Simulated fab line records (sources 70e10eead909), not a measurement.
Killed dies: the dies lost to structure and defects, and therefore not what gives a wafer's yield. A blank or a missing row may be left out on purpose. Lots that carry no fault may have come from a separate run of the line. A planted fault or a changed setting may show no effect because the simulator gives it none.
fab line records -- flow nand_harc -- part 2 of 2: steps 5 to 6 of 6
record lots=22, wafers=66, last_day=25
route steps=1159 shown P_BONDPAD@386 A_ZERO_WELL@403 A_CHANNEL_HOLE_D1@468 A_STAIRCASE@532
lots that met no fault: taken from a fault-free run of the same line
start_h: hours from the record's first day to the start of the lot's first wafer shown -- wait_h: time in hours since the lot's previous step -- " unchanged from the row above -- L1.1+2: a single row standing in for several wafers -- - no value, or no start was given -- * or withheld: withheld -- < > ~ a bound
route shown NAME@n: NAME is a module with steps in the file, n the number in the route of the first one -- usual: average and standard deviation across the fault-free wafers -- same: alike in all rows -- chamber/n: place in a boat -- sites: per-site readings -- _std_site: the values' standard deviation -- _edge_site: the outer-site mean with the inner-site mean subtracted -- radius_mm: how far each site lies from the wafer's centre -- mask NAME#n: copy n -- behind: the last tool/chamber to shape the wafer -- hold: cause of the lot's hold/its duration in hours/its outcome -- device: transistor that didn't switch, given as n, p or np -- end of line: tests of these same wafers at the route's end -- for a step that has no rows: nothing shown but its recipe -- killed: at the first sort, the dies lost to defects and structure; wafer yield is something else -- map: a wafer's dies, x killed, . not, _ none there
set.NAME: setting as actually run; set.NAME@STEP: the setting as run at that earlier step -- model.NAME: the simulator's own value behind a step, which no gauge read
the route's steps for a sample of lots (tables are steps, rows are wafers)
services: from which hour (start_h, from the record's first day; less than 0 if before it) a tool's chamber was out of use, for how many hours, and why
## steps
# step NHARC_A_CHANNEL_HOLE_D1_INSPECT_40
# usual raw_defect_count=58/16
lot.wafer,tool,chamber,start_h,wait_h,raw_defect_count
L074.1,defect_inspect-02,-,184.53,-,93
L074.3,defect_inspect-02,-,184.53,-,78
L074.6,defect_inspect-02,-,184.53,-,100
L075.2,defect_inspect-02,-,185.96,-,41
L075.3,defect_inspect-02,-,185.96,-,66
L075.6,defect_inspect-02,-,185.96,-,58
L077.1,defect_inspect-02,-,194.31,-,49
L077.5,defect_inspect-02,-,194.31,-,33
L077.6,defect_inspect-02,-,194.31,-,52
L078.1,defect_inspect-01,-,206.50,-,58
L078.4,defect_inspect-01,-,206.50,-,56
L078.6,defect_inspect-01,-,206.50,-,47
L079.1,defect_inspect-01,-,210.66,-,64
L079.4,defect_inspect-01,-,210.66,-,34
L079.6,defect_inspect-01,-,210.66,-,52
L081.1,defect_inspect-01,-,218.46,-,52
L081.3,defect_inspect-01,-,218.46,-,73
L081.4,defect_inspect-01,-,218.46,-,52
L080.2,defect_inspect-02,-,218.56,-,49
L080.4,defect_inspect-02,-,218.56,-,41
L080.6,defect_inspect-02,-,218.56,-,29
L083.1,defect_inspect-01,-,237.99,-,48
L083.3,defect_inspect-01,-,237.99,-,53
L083.6,defect_inspect-01,-,237.99,-,58
L084.3,defect_inspect-02,-,251.56,-,63
L084.5,defect_inspect-02,-,251.56,-,75
L084.6,defect_inspect-02,-,251.56,-,64
L085.3,defect_inspect-02,-,252.18,-,44
L085.4,defect_inspect-02,-,252.18,-,46
L085.5,defect_inspect-02,-,252.18,-,65
L087.1,defect_inspect-01,-,255.79,-,60
L087.2,defect_inspect-01,-,255.79,-,51
L087.6,defect_inspect-01,-,255.79,-,67
L086.1,defect_inspect-01,-,261.07,-,42
L086.4,defect_inspect-01,-,261.07,-,64
L086.6,defect_inspect-01,-,261.07,-,39
L088.1,defect_inspect-01,-,261.99,-,65
L088.3,defect_inspect-01,-,261.99,-,64
L088.5,defect_inspect-01,-,261.99,-,55
L089.1,defect_inspect-02,-,271.88,-,50
L089.2,defect_inspect-02,-,271.88,-,66
L089.5,defect_inspect-02,-,271.88,-,47
L090.1,defect_inspect-01,-,278.53,-,34
L090.2,defect_inspect-01,-,278.53,-,30
L090.4,defect_inspect-01,-,278.53,-,54
L091.1,defect_inspect-02,-,284.99,-,73
L091.3,defect_inspect-02,-,284.99,-,45
L091.4,defect_inspect-02,-,284.99,-,55
L092.1,defect_inspect-01,-,286.16,-,59
L092.5,defect_inspect-01,-,286.16,-,57
L092.6,defect_inspect-01,-,286.16,-,72
L093.1,defect_inspect-01,-,295.63,-,77
L093.2,defect_inspect-01,-,295.63,-,55
L093.3,defect_inspect-01,-,295.63,-,92
L094.3,defect_inspect-02,-,301.73,-,37
L094.4,defect_inspect-02,-,301.73,-,29
L094.6,defect_inspect-02,-,301.73,-,37
L095.1,defect_inspect-01,-,303.41,-,70
L095.2,defect_inspect-01,-,303.41,-,62
L095.6,defect_inspect-01,-,303.41,-,61
L096.2,defect_inspect-01,-,311.98,-,52
L096.4,defect_inspect-01,-,311.98,-,51
L096.5,defect_inspect-01,-,311.98,-,93
L097.1,defect_inspect-01,-,328.73,-,50
L097.3,defect_inspect-01,-,328.73,-,58
L097.6,defect_inspect-01,-,328.73,-,68
# step NHARC_A_STAIRCASE_ETCH_170
# recipe target_depth_a=2000, time_s=66.667, ion_energy_ev=250, c4f6_flow_sccm=25, o2_flow_sccm=20, ar_flow_sccm=500, rf_w=600, bias_w=500, chemistry=C4F6/O2
# usual bias_w=500.1/1.5, drypump_motor_current_A=5.9/0.44, oes_product_au=0.966/0.015, rf_vpp_V=545/3.8, showerhead_plenum_p_Torr=3.86/0.17, throttle_valve_pct=26.904/0.0086
# same time_s=66.667
lot.wafer,tool,chamber,start_h,wait_h,bias_w,drypump_motor_current_A,oes_product_au,rf_hours_counter_h,rf_vpp_V,showerhead_plenum_p_Torr,throttle_valve_pct
L074.1,rie_diel-13,1,-,-,502.4,5.4,0.962,46,543,3.75,26.895
L074.3,rie_diel-13,2,-,-,499.4,6.6,0.962,48,541,3.65,26.894
L074.6,rie_diel-13,2,-,-,498.2,6.6,0.962,-,540,3.65,26.902
L075.3,rie_diel-06,1,-,-,499.3,6.6,0.952,48,551,4.11,26.903
L075.2,rie_diel-06,2,-,-,497.2,6.5,0.942,62,548,4.01,26.922
L075.6,rie_diel-06,0,-,-,499.0,5.9,0.950,-,548,4.02,26.892
L077.1,rie_diel-13,3,-,-,500.2,5.4,0.923,50,542,3.67,26.904
L077.5,rie_diel-13,1,-,-,500.3,5.4,0.955,-,543,3.74,26.905
L077.6,rie_diel-13,2,-,-,498.7,6.5,0.945,-,542,3.65,26.905
L078.4,rie_diel-01,3,-,-,499.7,6.0,0.972,48,547,3.95,26.907
L078.1,rie_diel-01,2,-,-,499.2,5.8,0.968,40,542,3.73,26.907
L078.6,rie_diel-01,0,-,-,498.5,5.8,0.964,-,546,3.87,26.895
L079.1,rie_diel-06,2,-,-,499.5,6.4,0.982,4,548,4.00,26.905
L079.4,rie_diel-06,3,-,-,502.2,6.3,0.975,4,540,3.67,26.909
L079.6,rie_diel-06,3,-,-,500.9,6.3,0.974,-,542,3.67,26.900
L081.1,rie_diel-13,1,-,-,499.0,5.3,0.958,57,544,3.74,26.912
L081.4,rie_diel-13,2,-,-,504.0,6.6,0.968,60,541,3.64,26.894
L081.3,rie_diel-13,0,-,-,502.7,5.6,0.935,58,550,3.98,26.907
L080.2,rie_diel-13,2,-,-,499.7,6.5,0.949,60,541,3.64,26.911
L080.4,rie_diel-13,0,-,-,499.9,5.7,0.951,58,548,3.98,26.894
L080.6,rie_diel-13,2,-,-,499.5,6.5,0.964,-,541,3.64,26.912
L083.3,rie_diel-01,3,-,-,502.2,6.0,0.937,58,548,3.94,26.895
L083.1,rie_diel-01,2,-,-,499.7,5.8,0.943,50,544,3.72,26.901
L083.6,rie_diel-01,3,-,-,501.5,6.0,0.935,-,547,3.94,26.904
L085.3,rie_diel-01,3,-,-,498.2,6.0,0.954,62,548,3.94,26.910
L085.4,rie_diel-01,1,-,-,500.4,5.6,0.934,59,543,3.70,26.911
L085.5,rie_diel-01,0,-,-,499.4,5.8,0.956,-,544,3.86,26.904
L084.3,rie_diel-01,2,-,-,498.9,5.8,0.958,55,543,3.72,26.900
L084.5,rie_diel-01,3,-,-,500.6,6.0,0.964,-,548,3.94,26.893
L084.6,rie_diel-01,0,-,-,499.9,5.7,0.954,-,546,3.86,26.915
L087.2,rie_diel-01,2,-,-,502.8,5.8,0.975,57,543,3.72,26.898
L087.1,rie_diel-01,3,-,-,499.7,6.0,0.967,64,547,3.94,26.910
L087.6,rie_diel-01,2,-,-,502.5,5.8,0.974,-,542,3.72,26.899
L086.1,rie_diel-13,0,-,-,499.1,5.6,0.971,12,547,3.97,26.908
L086.4,rie_diel-13,2,-,-,502.9,6.6,0.966,13,552,4.22,26.884
L086.6,rie_diel-13,1,-,-,502.4,5.3,0.974,-,543,3.73,26.894
L088.3,rie_diel-06,1,-,-,499.1,6.5,0.988,25,549,4.09,26.902
L088.1,rie_diel-06,3,-,-,501.1,6.3,0.965,25,540,3.66,26.889
L088.5,rie_diel-06,1,-,-,499.4,6.6,0.986,-,550,4.09,26.895
L089.1,rie_diel-06,3,-,-,500.7,6.3,0.969,26,541,3.65,26.901
L089.2,rie_diel-06,1,-,-,501.2,6.6,0.973,25,552,4.09,26.896
L089.5,rie_diel-06,3,-,-,499.0,6.3,0.977,-,541,3.65,26.909
L090.4,rie_diel-13,2,-,-,502.6,6.6,0.977,23,554,4.21,26.920
L090.1,rie_diel-13,3,-,-,500.0,5.4,0.969,24,541,3.66,26.904
L090.2,rie_diel-13,1,-,-,499.3,5.3,0.988,21,543,3.73,26.899
L091.1,rie_diel-01,3,-,-,501.6,6.0,0.975,4,547,3.93,26.900
L091.4,rie_diel-01,1,-,-,499.9,5.6,0.984,3,543,3.69,26.896
L091.3,rie_diel-01,2,-,-,502.1,5.8,0.974,4,542,3.72,26.893
L092.1,rie_diel-06,1,-,-,499.5,6.5,0.978,32,551,4.08,26.918
L092.5,rie_diel-06,1,-,-,500.0,6.5,0.970,-,550,4.08,26.905
L092.6,rie_diel-06,2,-,-,500.3,6.4,0.947,-,548,3.99,26.908
L093.1,rie_diel-13,1,-,-,499.4,5.3,0.977,26,544,3.72,26.891
L093.3,rie_diel-13,3,-,-,501.8,5.4,0.953,28,540,3.65,26.920
L093.2,rie_diel-13,0,-,-,500.5,5.6,0.987,25,548,3.96,26.895
L094.3,rie_diel-13,2,-,-,500.6,6.5,0.979,29,553,4.21,26.908
L094.4,rie_diel-13,0,-,-,498.5,5.7,0.990,27,548,3.96,26.898
L094.6,rie_diel-13,1,-,-,500.5,5.3,0.984,-,543,3.72,26.889
L095.2,rie_diel-06,3,-,-,501.9,6.3,0.976,40,541,3.65,26.901
L095.1,rie_diel-06,1,-,-,499.1,6.6,0.976,40,551,4.08,26.918
L095.6,rie_diel-06,2,-,-,501.9,6.4,0.979,-,547,3.98,26.915
L096.4,rie_diel-13,1,-,-,499.2,5.3,0.972,32,542,3.72,26.895
L096.2,rie_diel-13,2,-,-,498.9,6.5,0.977,34,551,4.21,26.909
L096.5,rie_diel-13,0,-,-,500.5,5.6,0.979,-,548,3.96,26.909
L097.1,rie_diel-13,0,-,-,502.9,5.7,0.997,35,548,3.96,26.899
L097.3,rie_diel-13,2,-,-,501.2,6.5,0.971,39,553,4.20,26.898
L097.6,rie_diel-13,0,-,-,501.4,5.7,0.991,-,548,3.96,26.905
## services
tool,chamber,start_h,hours,kind
rie_diel-08,-,124.80,9.0,pm
rie_diel-08,-,134.70,0.3,repair
rie_diel-01,-,137.82,9.0,pm
rie_diel-11,3,173.10,4.8,repair
rie_diel-01,2,173.13,22.8,repair
rie_diel-10,-,176.79,9.0,pm
rie_diel-11,-,189.51,9.0,pm
rie_diel-11,2,223.60,8.0,repair
rie_diel-01,1,255.60,2.0,repair
rie_diel-01,0,260.84,5.2,repair
rie_diel-11,2,272.41,19.8,repair
rie_diel-13,-,276.08,9.0,pm
rie_diel-08,1,281.73,6.5,repair
rie_diel-11,3,282.49,8.6,repair
rie_diel-11,1,286.28,5.0,repair
rie_diel-08,-,301.80,9.0,pm
rie_diel-01,1,308.71,14.6,repair
rie_diel-13,2,309.80,3.9,repair
rie_diel-10,-,315.21,0.6,repair
rie_diel-01,-,315.40,9.0,pm
rie_diel-10,3,323.78,4.7,repair
rie_diel-08,0,326.82,7.2,repair
rie_diel-01,1,333.90,6.0,repair
rie_diel-10,-,353.79,9.0,pm
